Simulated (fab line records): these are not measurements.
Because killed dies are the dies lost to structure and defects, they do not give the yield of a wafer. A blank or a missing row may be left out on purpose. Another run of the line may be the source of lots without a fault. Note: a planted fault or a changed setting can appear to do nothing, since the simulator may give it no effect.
fab line records :: flow nand-harc
record
  lots=5
  wafers=15
  last-day=24
route steps=1159 shown A_SLIT@797 A_SIN_REMOVE@804 A_WL_FILL@809
lots with no fault: from the same line, run without faults
start-h: the number of hours between the record's first day and the start of the first shown wafer of the lot :: wait-h: hours since the lot's step before :: " as in the row above :: L1.1+2: a row that stands for several wafers :: - either no value or no given start :: * or withheld: withheld :: < > ~ a bound
route shown NAME@n: names a module that has steps shown in the file, with the first one's number in the route :: usual: mean and standard deviation over wafers with no fault :: same: alike in all rows :: chamber/n: place in a boat :: sites: per-site readings :: _std_site: how widely they spread, as a standard deviation :: _edge_site: inner sites' mean taken away from outer sites' mean :: radius-mm: for every site, how far away it sits from the centre of the wafer :: mask NAME#n: copy n :: behind: the tool/chamber that last shaped the wafer :: hold: why the lot went on hold/how many hours it stayed there/how the hold came to an end :: device: the n, p or np transistor that did not switch :: end of line: at the end of the route, the tests of the same wafers :: where a step has no rows: the recipe by itself :: killed: dies lost to structure and defects at the first sort, not the wafer's yield :: map: the dies of a wafer, with x for killed, . for not killed, _ for no die there
set.NAME: the setting that was run; set.NAME@STEP: the one run at that earlier step :: model.NAME: the simulator's own value behind a step, which no gauge read
lots at some steps of the route; a table a step, a row a wafer
services: the hour from which a tool's chamber was out of use, counted from the record's first day as start-h (under 0 if before that day), plus the number of hours and why
## steps
# step NHARC_A_SLIT_ETCH_26
# recipe
  bias-v=400
  source-w=2000
  pressure-mtorr=25
  time-s=90
  ar-flow-sccm=375
  c4f8-flow-sccm=41.7
  o2-flow-sccm=83.3
  target-depth-a=4000
  chemistry=C4F8/O2/Ar
# usual
  drypump-motor-current-A=5.7/0.5
  mfc-ar-sccm=374.9/1.1
  showerhead-plenum-p-Torr=3.76/0.11
  throttle-valve-pct=27.618/0.0084
lot.wafer: L376.2
tool: har-etch-02
chamber: 1
start-h: 325.69
wait-h: 1.2
drypump-motor-current-A: 5.0
mfc-ar-sccm: 372.6
rf-hours-counter-h: 175
showerhead-plenum-p-Torr: 3.88
throttle-valve-pct: 27.626

lot.wafer: L376.4
tool: har-etch-02
chamber: 0
start-h: 325.69
wait-h: 1.2
drypump-motor-current-A: 5.2
mfc-ar-sccm: 375.1
rf-hours-counter-h: -
showerhead-plenum-p-Torr: 3.88
throttle-valve-pct: 27.613

lot.wafer: L376.6
tool: har-etch-02
chamber: 1
start-h: 325.69
wait-h: 1.2
drypump-motor-current-A: 5.0
mfc-ar-sccm: 373.7
rf-hours-counter-h: -
showerhead-plenum-p-Torr: 3.88
throttle-valve-pct: 27.618

lot.wafer: L385.1
tool: har-etch-01
chamber: 0
start-h: 386.47
wait-h: 1.3
drypump-motor-current-A: 5.7
mfc-ar-sccm: 374.1
rf-hours-counter-h: 29
showerhead-plenum-p-Torr: 3.59
throttle-valve-pct: 27.628

lot.wafer: L385.3
tool: har-etch-01
chamber: 1
start-h: 386.47
wait-h: 1.3
drypump-motor-current-A: 6.3
mfc-ar-sccm: 376.5
rf-hours-counter-h: -
showerhead-plenum-p-Torr: 3.82
throttle-valve-pct: 27.624

lot.wafer: L385.6
tool: har-etch-01
chamber: 0
start-h: 386.47
wait-h: 1.3
drypump-motor-current-A: 5.7
mfc-ar-sccm: 376.5
rf-hours-counter-h: -
showerhead-plenum-p-Torr: 3.59
throttle-valve-pct: 27.618

lot.wafer: L391.1
tool: har-etch-01
chamber: 1
start-h: 432.44
wait-h: 1.0
drypump-motor-current-A: 6.3
mfc-ar-sccm: 376.3
rf-hours-counter-h: 47
showerhead-plenum-p-Torr: 3.81
throttle-valve-pct: 27.613

lot.wafer: L391.3
tool: har-etch-01
chamber: 1
start-h: 432.44
wait-h: 1.0
drypump-motor-current-A: 6.3
mfc-ar-sccm: 374.8
rf-hours-counter-h: -
showerhead-plenum-p-Torr: 3.81
throttle-valve-pct: 27.606

lot.wafer: L391.5
tool: har-etch-01
chamber: 0
start-h: 432.44
wait-h: 1.0
drypump-motor-current-A: 5.7
mfc-ar-sccm: 376.7
rf-hours-counter-h: -
showerhead-plenum-p-Torr: 3.58
throttle-valve-pct: 27.607

lot.wafer: L392.3
tool: har-etch-02
chamber: 1
start-h: 434.43
wait-h: 0.8
drypump-motor-current-A: 5.0
mfc-ar-sccm: 373.8
rf-hours-counter-h: -
showerhead-plenum-p-Torr: 3.85
throttle-valve-pct: 27.621

lot.wafer: L392.4
tool: har-etch-02
chamber: 0
start-h: 434.43
wait-h: 0.8
drypump-motor-current-A: 5.2
mfc-ar-sccm: 375.3
rf-hours-counter-h: -
showerhead-plenum-p-Torr: 3.85
throttle-valve-pct: 27.628

lot.wafer: L392.6
tool: har-etch-02
chamber: 0
start-h: 434.43
wait-h: 0.8
drypump-motor-current-A: 5.2
mfc-ar-sccm: 374.6
rf-hours-counter-h: -
showerhead-plenum-p-Torr: 3.85
throttle-valve-pct: 27.627

lot.wafer: L398.4
tool: har-etch-02
chamber: 1
start-h: 463.43
wait-h: 0.8
drypump-motor-current-A: 5.0
mfc-ar-sccm: 374.3
rf-hours-counter-h: -
showerhead-plenum-p-Torr: 3.84
throttle-valve-pct: 27.624

lot.wafer: L398.3
tool: har-etch-02
chamber: 0
start-h: 463.43
wait-h: 0.8
drypump-motor-current-A: 5.2
mfc-ar-sccm: 375.6
rf-hours-counter-h: -
showerhead-plenum-p-Torr: 3.84
throttle-valve-pct: 27.632

lot.wafer: L398.6
tool: har-etch-02
chamber: 1
start-h: 463.43
wait-h: 0.8
drypump-motor-current-A: 5.0
mfc-ar-sccm: 375.6
rf-hours-counter-h: -
showerhead-plenum-p-Torr: 3.84
throttle-valve-pct: 27.616
# step NHARC_A_SLIT_STRIP_28
# recipe
  o2-flow-sccm=400
  cos-flow-sccm=20
  ar-flow-sccm=0
  bias-w=0
  chemistry=O2/COS
# step NHARC_A_SLIT_ETCH_29
# recipe
  target-depth-a=1000
  overetch-a=100
  time-s=55
  ion-energy-ev=100
  cf4-flow-sccm=80
  o2-flow-sccm=20
  ar-flow-sccm=0
  rf-w=300
  bias-w=100
  chemistry=CF4/O2
# usual
  drypump-motor-current-A=5.7/0.32
  mfc-ar-sccm=0.008/0.01
  oes-product-au=0.997/0.0096
  rf-vpp-V=198.4/1.4
  showerhead-plenum-p-Torr=1.37/0.053
  throttle-valve-pct=13.399/0.0099
lot.wafer: L376.2
tool: rie-diel-07
chamber: 0
start-h: 326.33
wait-h: 0.1
drypump-motor-current-A: 5.8
mfc-ar-sccm: 0
oes-product-au: 1.002
rf-hours-counter-h: 6
rf-vpp-V: 198.9
showerhead-plenum-p-Torr: 1.35
throttle-valve-pct: 13.392

lot.wafer: L376.4
tool: rie-diel-07
chamber: 1
start-h: 326.33
wait-h: 0.1
drypump-motor-current-A: 5.3
mfc-ar-sccm: 0.015
oes-product-au: 1.000
rf-hours-counter-h: 4
rf-vpp-V: 199.6
showerhead-plenum-p-Torr: 1.43
throttle-valve-pct: 13.402

lot.wafer: L376.6
tool: rie-diel-07
chamber: 2
start-h: 326.33
wait-h: 0.1
drypump-motor-current-A: 5.4
mfc-ar-sccm: 0
oes-product-au: 1.001
rf-hours-counter-h: -
rf-vpp-V: 200.9
showerhead-plenum-p-Torr: 1.44
throttle-valve-pct: 13.401

lot.wafer: L385.3
tool: rie-diel-07
chamber: 1
start-h: 387.08
wait-h: 0.1
drypump-motor-current-A: 5.2
mfc-ar-sccm: 0.015
oes-product-au: 1.006
rf-hours-counter-h: 9
rf-vpp-V: 201.5
showerhead-plenum-p-Torr: 1.43
throttle-valve-pct: 13.403

lot.wafer: L385.1
tool: rie-diel-07
chamber: 3
start-h: 387.08
wait-h: 0.1
drypump-motor-current-A: 5.4
mfc-ar-sccm: 0
oes-product-au: 0.988
rf-hours-counter-h: 12
rf-vpp-V: 197.4
showerhead-plenum-p-Torr: 1.27
throttle-valve-pct: 13.369

lot.wafer: L385.6
tool: rie-diel-07
chamber: 1
start-h: 387.08
wait-h: 0.1
drypump-motor-current-A: 5.3
mfc-ar-sccm: 0.015
oes-product-au: 1.005
rf-hours-counter-h: -
rf-vpp-V: 198.9
showerhead-plenum-p-Torr: 1.43
throttle-valve-pct: 13.398

lot.wafer: L391.3
tool: rie-diel-02
chamber: 3
start-h: 433.02
wait-h: 0.1
drypump-motor-current-A: 5.7
mfc-ar-sccm: 0.020
oes-product-au: 0.978
rf-hours-counter-h: 5
rf-vpp-V: 196.5
showerhead-plenum-p-Torr: 1.33
throttle-valve-pct: 13.389

lot.wafer: L391.1
tool: rie-diel-02
chamber: 0
start-h: 433.02
wait-h: 0.1
drypump-motor-current-A: 6.2
mfc-ar-sccm: 0
oes-product-au: 0.992
rf-hours-counter-h: 5
rf-vpp-V: 200.1
showerhead-plenum-p-Torr: 1.39
throttle-valve-pct: 13.393

lot.wafer: L391.5
tool: rie-diel-02
chamber: 0
start-h: 433.02
wait-h: 0.1
drypump-motor-current-A: 6.2
mfc-ar-sccm: 0
oes-product-au: 1.005
rf-hours-counter-h: -
rf-vpp-V: 199.3
showerhead-plenum-p-Torr: 1.39
throttle-valve-pct: 13.398

lot.wafer: L392.3
tool: rie-diel-12
chamber: 3
start-h: 434.99
wait-h: 0.1
drypump-motor-current-A: 6.3
mfc-ar-sccm: 0.034
oes-product-au: 0.989
rf-hours-counter-h: 4
rf-vpp-V: 196.4
showerhead-plenum-p-Torr: 1.29
throttle-valve-pct: 13.390

lot.wafer: L392.4
tool: rie-diel-12
chamber: 0
start-h: 434.99
wait-h: 0.1
drypump-motor-current-A: 5.6
mfc-ar-sccm: 0
oes-product-au: 0.990
rf-hours-counter-h: 4
rf-vpp-V: 197.4
showerhead-plenum-p-Torr: 1.32
throttle-valve-pct: 13.395

lot.wafer: L392.6
tool: rie-diel-12
chamber: 3
start-h: 434.99
wait-h: 0.1
drypump-motor-current-A: 6.3
mfc-ar-sccm: 0.034
oes-product-au: 0.980
rf-hours-counter-h: -
rf-vpp-V: 196.5
showerhead-plenum-p-Torr: 1.29
throttle-valve-pct: 13.404

lot.wafer: L398.4
tool: rie-diel-07
chamber: 2
start-h: 464.00
wait-h: 0.1
drypump-motor-current-A: 5.4
mfc-ar-sccm: 0
oes-product-au: 0.982
rf-hours-counter-h: 4
rf-vpp-V: 200.4
showerhead-plenum-p-Torr: 1.43
throttle-valve-pct: 13.414

lot.wafer: L398.3
tool: rie-diel-07
chamber: 3
start-h: 464.00
wait-h: 0.1
drypump-motor-current-A: 5.4
mfc-ar-sccm: 0
oes-product-au: 0.992
rf-hours-counter-h: 4
rf-vpp-V: 196.8
showerhead-plenum-p-Torr: 1.26
throttle-valve-pct: 13.393

lot.wafer: L398.6
tool: rie-diel-07
chamber: 0
start-h: 464.00
wait-h: 0.1
drypump-motor-current-A: 5.8
mfc-ar-sccm: 0
oes-product-au: 0.999
rf-hours-counter-h: -
rf-vpp-V: 197.4
showerhead-plenum-p-Torr: 1.35
throttle-valve-pct: 13.418
# step NHARC_A_SLIT_STRIP_18
# recipe
  o2-flow-sccm=500
  ar-flow-sccm=0
  bias-w=0
  chemistry=O2
# usual
  drypump-motor-current-A=5.7/0.34
  mfc-ar-sccm=0.008/0.011
  oes-product-au=0.996/0.0093
  rf-vpp-V=58.0/0.92
  showerhead-plenum-p-Torr=3.61/0.14
  throttle-valve-pct=17.036/0.0095
lot.wafer: L376.4
tool: rie-diel-07
chamber: 1
start-h: -
wait-h: -
drypump-motor-current-A: 5.3
mfc-ar-sccm: 0.015
oes-product-au: 0.997
rf-hours-counter-h: 4
rf-vpp-V: 57.7
showerhead-plenum-p-Torr: 3.77
throttle-valve-pct: 17.033

lot.wafer: L376.2
tool: rie-diel-07
chamber: 2
start-h: -
wait-h: -
drypump-motor-current-A: 5.4
mfc-ar-sccm: 0
oes-product-au: 0.999
rf-hours-counter-h: 5
rf-vpp-V: 57.2
showerhead-plenum-p-Torr: 3.79
throttle-valve-pct: 17.019

lot.wafer: L376.6
tool: rie-diel-07
chamber: 1
start-h: -
wait-h: -
drypump-motor-current-A: 5.3
mfc-ar-sccm: 0.015
oes-product-au: 1.010
rf-hours-counter-h: -
rf-vpp-V: 57.5
showerhead-plenum-p-Torr: 3.77
throttle-valve-pct: 17.029

lot.wafer: L385.3
tool: rie-diel-07
chamber: 2
start-h: -
wait-h: -
drypump-motor-current-A: 5.4
mfc-ar-sccm: 0
oes-product-au: 0.997
rf-hours-counter-h: 11
rf-vpp-V: 58.1
showerhead-plenum-p-Torr: 3.78
throttle-valve-pct: 17.020

lot.wafer: L385.1
tool: rie-diel-07
chamber: 0
start-h: -
wait-h: -
drypump-motor-current-A: 5.8
mfc-ar-sccm: 0
oes-product-au: 1.008
rf-hours-counter-h: 11
rf-vpp-V: 57.1
showerhead-plenum-p-Torr: 3.57
throttle-valve-pct: 17.044

lot.wafer: L385.6
tool: rie-diel-07
chamber: 2
start-h: -
wait-h: -
drypump-motor-current-A: 5.4
mfc-ar-sccm: 0
oes-product-au: 0.992
rf-hours-counter-h: -
rf-vpp-V: 59.4
showerhead-plenum-p-Torr: 3.78
throttle-valve-pct: 17.054

lot.wafer: L391.3
tool: rie-diel-02
chamber: 3
start-h: -
wait-h: -
drypump-motor-current-A: 5.7
mfc-ar-sccm: 0.020
oes-product-au: 0.981
rf-hours-counter-h: 5
rf-vpp-V: 57.8
showerhead-plenum-p-Torr: 3.51
throttle-valve-pct: 17.016

lot.wafer: L391.1
tool: rie-diel-02
chamber: 0
start-h: -
wait-h: -
drypump-motor-current-A: 6.2
mfc-ar-sccm: 0
oes-product-au: 1.003
rf-hours-counter-h: 5
rf-vpp-V: 57.8
showerhead-plenum-p-Torr: 3.66
throttle-valve-pct: 17.035

lot.wafer: L391.5
tool: rie-diel-02
chamber: 2
start-h: -
wait-h: -
drypump-motor-current-A: 5.9
mfc-ar-sccm: 0
oes-product-au: 0.993
rf-hours-counter-h: -
rf-vpp-V: 60.0
showerhead-plenum-p-Torr: 3.64
throttle-valve-pct: 17.027

lot.wafer: L392.3
tool: rie-diel-12
chamber: 1
start-h: -
wait-h: -
drypump-motor-current-A: 5.2
mfc-ar-sccm: 0.006
oes-product-au: 0.998
rf-hours-counter-h: 4
rf-vpp-V: 58.3
showerhead-plenum-p-Torr: 3.68
throttle-valve-pct: 17.043

lot.wafer: L392.4
tool: rie-diel-12
chamber: 2
start-h: -
wait-h: -
drypump-motor-current-A: 5.8
mfc-ar-sccm: 0.015
oes-product-au: 1.020
rf-hours-counter-h: 3
rf-vpp-V: 59.0
showerhead-plenum-p-Torr: 3.75
throttle-valve-pct: 17.044

lot.wafer: L392.6
tool: rie-diel-12
chamber: 1
start-h: -
wait-h: -
drypump-motor-current-A: 5.2
mfc-ar-sccm: 0.006
oes-product-au: 0.987
rf-hours-counter-h: -
rf-vpp-V: 58.7
showerhead-plenum-p-Torr: 3.68
throttle-valve-pct: 17.042

lot.wafer: L398.4
tool: rie-diel-07
chamber: 2
start-h: -
wait-h: -
drypump-motor-current-A: 5.4
mfc-ar-sccm: 0
oes-product-au: 1.002
rf-hours-counter-h: 4
rf-vpp-V: 58.7
showerhead-plenum-p-Torr: 3.78
throttle-valve-pct: 17.032

lot.wafer: L398.3
tool: rie-diel-07
chamber: 0
start-h: -
wait-h: -
drypump-motor-current-A: 5.9
mfc-ar-sccm: 0
oes-product-au: 1.006
rf-hours-counter-h: 3
rf-vpp-V: 57.5
showerhead-plenum-p-Torr: 3.57
throttle-valve-pct: 17.035

lot.wafer: L398.6
tool: rie-diel-07
chamber: 1
start-h: -
wait-h: -
drypump-motor-current-A: 5.3
mfc-ar-sccm: 0.015
oes-product-au: 1.001
rf-hours-counter-h: -
rf-vpp-V: 60.1
showerhead-plenum-p-Torr: 3.77
throttle-valve-pct: 17.019
# step NHARC_A_SLIT_PRECLEAN_19
# recipe
  time-s=*
  temp-c=50
  bath-age-min=0
  chemistry=SC1
# step NHARC_A_SLIT_SRD_20
# step NHARC_A_SLIT_CD_MEAS_21
# usual
  cd-nm=289.4/1
lot.wafer: L376.2
tool: cd-sem-02
chamber: -
start-h: 326.85
wait-h: -
cd-nm: 289.2

lot.wafer: L376.4
tool: cd-sem-02
chamber: -
start-h: 326.85
wait-h: -
cd-nm: 288.7

lot.wafer: L376.6
tool: cd-sem-02
chamber: -
start-h: 326.85
wait-h: -
cd-nm: 289.0

lot.wafer: L385.1
tool: cd-sem-01
chamber: -
start-h: 387.62
wait-h: -
cd-nm: 290.1

lot.wafer: L385.3
tool: cd-sem-01
chamber: -
start-h: 387.62
wait-h: -
cd-nm: 287.8

lot.wafer: L385.6
tool: cd-sem-01
chamber: -
start-h: 387.62
wait-h: -
cd-nm: 288.0

lot.wafer: L391.1
tool: cd-sem-02
chamber: -
start-h: 433.56
wait-h: -
cd-nm: 289.3

lot.wafer: L391.3
tool: cd-sem-02
chamber: -
start-h: 433.56
wait-h: -
cd-nm: 290.1

lot.wafer: L391.5
tool: cd-sem-02
chamber: -
start-h: 433.56
wait-h: -
cd-nm: 289.7

lot.wafer: L392.3
tool: cd-sem-03
chamber: -
start-h: 435.52
wait-h: -
cd-nm: 289.4

lot.wafer: L392.4
tool: cd-sem-03
chamber: -
start-h: 435.52
wait-h: -
cd-nm: 290.0

lot.wafer: L392.6
tool: cd-sem-03
chamber: -
start-h: 435.52
wait-h: -
cd-nm: 289.4

lot.wafer: L398.3
tool: cd-sem-02
chamber: -
start-h: 464.53
wait-h: -
cd-nm: 289.2

lot.wafer: L398.4
tool: cd-sem-02
chamber: -
start-h: 464.53
wait-h: -
cd-nm: 288.3

lot.wafer: L398.6
tool: cd-sem-02
chamber: -
start-h: 464.53
wait-h: -
cd-nm: 289.0
# step NHARC_A_SIN_REMOVE_WET_00
# recipe
  temp-c=160
  time-s=15300
  chemistry=H3PO4
# step NHARC_A_SIN_REMOVE_PRECLEAN_01
# recipe
  time-s=*
  temp-c=50
  bath-age-min=0
  chemistry=SC1
# step NHARC_A_SIN_REMOVE_SRD_02
# step NHARC_A_SIN_REMOVE_INSPECT_04
# usual
  raw-defect-count=309/83
lot.wafer: L376.2
tool: defect-inspect-02
chamber: -
start-h: 334.36
wait-h: 0.0
raw-defect-count: 293

lot.wafer: L376.4
tool: defect-inspect-02
chamber: -
start-h: 334.36
wait-h: 0.0
raw-defect-count: 227

lot.wafer: L376.6
tool: defect-inspect-02
chamber: -
start-h: 334.36
wait-h: 0.0
raw-defect-count: 298

lot.wafer: L385.1
tool: defect-inspect-02
chamber: -
start-h: 393.61
wait-h: 0.0
raw-defect-count: 328

lot.wafer: L385.3
tool: defect-inspect-02
chamber: -
start-h: 393.61
wait-h: 0.0
raw-defect-count: 380

lot.wafer: L385.6
tool: defect-inspect-02
chamber: -
start-h: 393.61
wait-h: 0.0
raw-defect-count: 408

lot.wafer: L391.1
tool: defect-inspect-01
chamber: -
start-h: 441.25
wait-h: 0.0
raw-defect-count: 286

lot.wafer: L391.3
tool: defect-inspect-01
chamber: -
start-h: 441.25
wait-h: 0.0
raw-defect-count: 229

lot.wafer: L391.5
tool: defect-inspect-01
chamber: -
start-h: 441.25
wait-h: 0.0
raw-defect-count: 250

lot.wafer: L392.3
tool: defect-inspect-01
chamber: -
start-h: 441.26
wait-h: 0.0
raw-defect-count: 428

lot.wafer: L392.4
tool: defect-inspect-01
chamber: -
start-h: 441.26
wait-h: 0.0
raw-defect-count: 329

lot.wafer: L392.6
tool: defect-inspect-01
chamber: -
start-h: 441.26
wait-h: 0.0
raw-defect-count: 445

lot.wafer: L398.3
tool: defect-inspect-01
chamber: -
start-h: 472.16
wait-h: 0.0
raw-defect-count: 191

lot.wafer: L398.4
tool: defect-inspect-01
chamber: -
start-h: 472.16
wait-h: 0.0
raw-defect-count: 329

lot.wafer: L398.6
tool: defect-inspect-01
chamber: -
start-h: 472.16
wait-h: 0.0
raw-defect-count: 301
# step NHARC_A_WL_FILL_ALD_00
# recipe
  target-thk-a=30
  pulse-time-s=3
  ald-cycles=30
  temp-c=300
  material=Al2O3
# usual
  ald-cycles=30/0
  heater-power-w=473/36
  precursor-pulse-height-rel=1.000/0.021
# same
  pulse-time-s=3
lot.wafer: L376.2
tool: ald-hk-04
chamber: 1
start-h: 334.46
wait-h: 0.1
ald-cycles: 30
heater-power-w: 475
precursor-pulse-height-rel: 1.017

lot.wafer: L376.4
tool: ald-hk-04
chamber: 2
start-h: 334.46
wait-h: 0.1
ald-cycles: 30
heater-power-w: 467
precursor-pulse-height-rel: 1.018

lot.wafer: L376.6
tool: ald-hk-04
chamber: 1
start-h: 334.46
wait-h: 0.1
ald-cycles: 30
heater-power-w: 461
precursor-pulse-height-rel: 0.981

lot.wafer: L385.1
tool: ald-hk-03
chamber: 2
start-h: 394.23
wait-h: 0.6
ald-cycles: 30
heater-power-w: 461
precursor-pulse-height-rel: 1.006

lot.wafer: L385.3
tool: ald-hk-03
chamber: 3
start-h: 394.23
wait-h: 0.6
ald-cycles: 30
heater-power-w: 485
precursor-pulse-height-rel: 0.989

lot.wafer: L385.6
tool: ald-hk-03
chamber: 1
start-h: 394.23
wait-h: 0.6
ald-cycles: 30
heater-power-w: 447
precursor-pulse-height-rel: 1.014

lot.wafer: L391.1
tool: ald-hk-03
chamber: 0
start-h: 441.31
wait-h: 0.1
ald-cycles: 42
heater-power-w: 536
precursor-pulse-height-rel: 0.998

lot.wafer: L391.3
tool: ald-hk-03
chamber: 2
start-h: 441.31
wait-h: 0.1
ald-cycles: 30
heater-power-w: 467
precursor-pulse-height-rel: 0.999

lot.wafer: L391.5
tool: ald-hk-03
chamber: 0
start-h: 441.31
wait-h: 0.1
ald-cycles: 42
heater-power-w: 524
precursor-pulse-height-rel: 1.022

lot.wafer: L392.4
tool: ald-hk-01
chamber: 1
start-h: 441.35
wait-h: 0.1
ald-cycles: 30
heater-power-w: 418
precursor-pulse-height-rel: 0.993

lot.wafer: L392.3
tool: ald-hk-01
chamber: 2
start-h: 441.35
wait-h: 0.1
ald-cycles: 30
heater-power-w: 422
precursor-pulse-height-rel: 1.003

lot.wafer: L392.6
tool: ald-hk-01
chamber: 1
start-h: 441.35
wait-h: 0.1
ald-cycles: 30
heater-power-w: 421
precursor-pulse-height-rel: 0.995

lot.wafer: L398.4
tool: ald-hk-01
chamber: 0
start-h: 472.28
wait-h: 0.1
ald-cycles: 30
heater-power-w: 474
precursor-pulse-height-rel: 1.007

lot.wafer: L398.3
tool: ald-hk-01
chamber: 1
start-h: 472.28
wait-h: 0.1
ald-cycles: 30
heater-power-w: 416
precursor-pulse-height-rel: 1.003

lot.wafer: L398.6
tool: ald-hk-01
chamber: 3
start-h: 472.28
wait-h: 0.1
ald-cycles: 30
heater-power-w: 535
precursor-pulse-height-rel: 1.010
# step NHARC_A_WL_FILL_RTA_01
# recipe
  temp-c=1000
  time-s=5
# usual
  lamp-power-pct=32.7/2.2
  lamp_zone_6_pct=32.6/2.2
  wafer_temp_C_max=1004.1/0.9
lot.wafer: L376.2
tool: rtp-anneal-01
chamber: 0
start-h: 334.73
wait-h: -
lamp-power-pct: 29.8
lamp_zone_6_pct: 29.7
wafer_temp_C_max: 1004.4

lot.wafer: L376.4
tool: rtp-anneal-01
chamber: 0
start-h: 334.73
wait-h: -
lamp-power-pct: 29.8
lamp_zone_6_pct: 29.7
wafer_temp_C_max: 1004.8

lot.wafer: L376.6
tool: rtp-anneal-01
chamber: 0
start-h: 334.73
wait-h: -
lamp-power-pct: 29.8
lamp_zone_6_pct: 29.7
wafer_temp_C_max: 1004.3

lot.wafer: L385.1
tool: rtp-anneal-02
chamber: 0
start-h: 394.62
wait-h: 0.3
lamp-power-pct: 34.4
lamp_zone_6_pct: 34.4
wafer_temp_C_max: 1001.8

lot.wafer: L385.3
tool: rtp-anneal-02
chamber: 0
start-h: 394.62
wait-h: 0.3
lamp-power-pct: 34.4
lamp_zone_6_pct: 34.3
wafer_temp_C_max: 1002.8

lot.wafer: L385.6
tool: rtp-anneal-02
chamber: 0
start-h: 394.62
wait-h: 0.3
lamp-power-pct: 34.4
lamp_zone_6_pct: 34.2
wafer_temp_C_max: 1003.1

lot.wafer: L391.1
tool: rtp-anneal-02
chamber: 0
start-h: 441.57
wait-h: -
lamp-power-pct: 34.4
lamp_zone_6_pct: 34.4
wafer_temp_C_max: 1004.6

lot.wafer: L391.3
tool: rtp-anneal-02
chamber: 0
start-h: 441.57
wait-h: -
lamp-power-pct: 34.4
lamp_zone_6_pct: 34.3
wafer_temp_C_max: 1004.0

lot.wafer: L391.5
tool: rtp-anneal-02
chamber: 0
start-h: 441.57
wait-h: -
lamp-power-pct: 34.4
lamp_zone_6_pct: 34.4
wafer_temp_C_max: 1004.2

lot.wafer: L392.3
tool: rtp-anneal-01
chamber: 0
start-h: 441.65
wait-h: -
lamp-power-pct: 29.7
lamp_zone_6_pct: 29.7
wafer_temp_C_max: 1004.9

lot.wafer: L392.4
tool: rtp-anneal-01
chamber: 0
start-h: 441.65
wait-h: -
lamp-power-pct: 29.8
lamp_zone_6_pct: 29.7
wafer_temp_C_max: 1003.2

lot.wafer: L392.6
tool: rtp-anneal-01
chamber: 0
start-h: 441.65
wait-h: -
lamp-power-pct: 29.8
lamp_zone_6_pct: 29.7
wafer_temp_C_max: 1004.4

lot.wafer: L398.3
tool: rtp-anneal-01
chamber: 0
start-h: 472.55
wait-h: -
lamp-power-pct: 29.8
lamp_zone_6_pct: 29.7
wafer_temp_C_max: 1005.6

lot.wafer: L398.4
tool: rtp-anneal-01
chamber: 0
start-h: 472.55
wait-h: -
lamp-power-pct: 29.8
lamp_zone_6_pct: 29.7
wafer_temp_C_max: 1003.8

lot.wafer: L398.6
tool: rtp-anneal-01
chamber: 0
start-h: 472.55
wait-h: -
lamp-power-pct: 29.8
lamp_zone_6_pct: 29.6
wafer_temp_C_max: 1003.4
## services
tool: rie-diel-02
chamber: 1
start-h: 302.50
hours: 17.2
kind: repair

tool: har-etch-01
chamber: -
start-h: 306.48
hours: 17.0
kind: pm

tool: rie-diel-07
chamber: 0
start-h: 310.70
hours: -
kind: clean

tool: rie-diel-07
chamber: 1
start-h: 310.70
hours: -
kind: clean

tool: rie-diel-07
chamber: 2
start-h: 310.70
hours: -
kind: clean

tool: rie-diel-07
chamber: 3
start-h: 310.70
hours: -
kind: clean

tool: rie-diel-02
chamber: -
start-h: 327.70
hours: 9.0
kind: pm

tool: rie-diel-07
chamber: 0
start-h: 335.25
hours: -
kind: clean

tool: rie-diel-07
chamber: 1
start-h: 335.25
hours: -
kind: clean

tool: rie-diel-07
chamber: 2
start-h: 335.25
hours: -
kind: clean

tool: rie-diel-07
chamber: 3
start-h: 335.25
hours: -
kind: clean

tool: rie-diel-07
chamber: 0
start-h: 359.75
hours: -
kind: clean

tool: rie-diel-07
chamber: 1
start-h: 359.75
hours: -
kind: clean

tool: rie-diel-07
chamber: 2
start-h: 359.75
hours: -
kind: clean

tool: rie-diel-07
chamber: 3
start-h: 359.75
hours: -
kind: clean

tool: ald-hk-04
chamber: -
start-h: 365.33
hours: 10.0
kind: pm

tool: rie-diel-12
chamber: -
start-h: 379.40
hours: 9.0
kind: pm

tool: rie-diel-07
chamber: -
start-h: 390.12
hours: 0.7
kind: repair

tool: rie-diel-07
chamber: -
start-h: 405.20
hours: 9.0
kind: pm

tool: ald-hk-01
chamber: -
start-h: 407.71
hours: 10.0
kind: pm

tool: rie-diel-02
chamber: -
start-h: 442.66
hours: 0.3
kind: repair

tool: rie-diel-02
chamber: 1
start-h: 453.80
hours: 2.2
kind: repair

tool: rie-diel-12
chamber: 1
start-h: 460.25
hours: 10.2
kind: repair

tool: ald-hk-03
chamber: -
start-h: 469.20
hours: 1.1
kind: repair
## key
first-sign
  step=NHARC_A_WL_FILL_ALD_00
  reading=ald-cycles
  direction=up
  sigmas=99+
  usual=30
  struck=42
effect none on later readings
met-at NHARC_A_WL_FILL_ALD_00
struck-wafers L391.1,L391.5
later-rows-left-out L391.1,L391.5
sort-left-out L391.1,L391.5
tester-left-out L391
fault
  kind=process-parameter-drift
  tool=ald-hk-03
  chamber=0
  onset-h=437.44
  steps=NHARC_A_WL_FILL_ALD_00
  channel=ald-cycles
  offset=12
  shape=step
  end-h=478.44
  acts-in=these-recipes-only
  stated=30
# tester-left-out: of these lots the tester's yield and bins aren't shown, on N5 and GAA mostly nor the transistor test; their killed dies are dies lost to structure and defects alone, not to doping, threshold or leakage, so they don't give the yield
# sort-left-out: the simulated sort isn't trusted on such a fault, so these wafers' sort isn't shown, and their yield isn't known
# later-rows-left-out: the simulator's readings of these wafers behind a module that went badly wrong aren't trusted and aren't shown, but for the sort
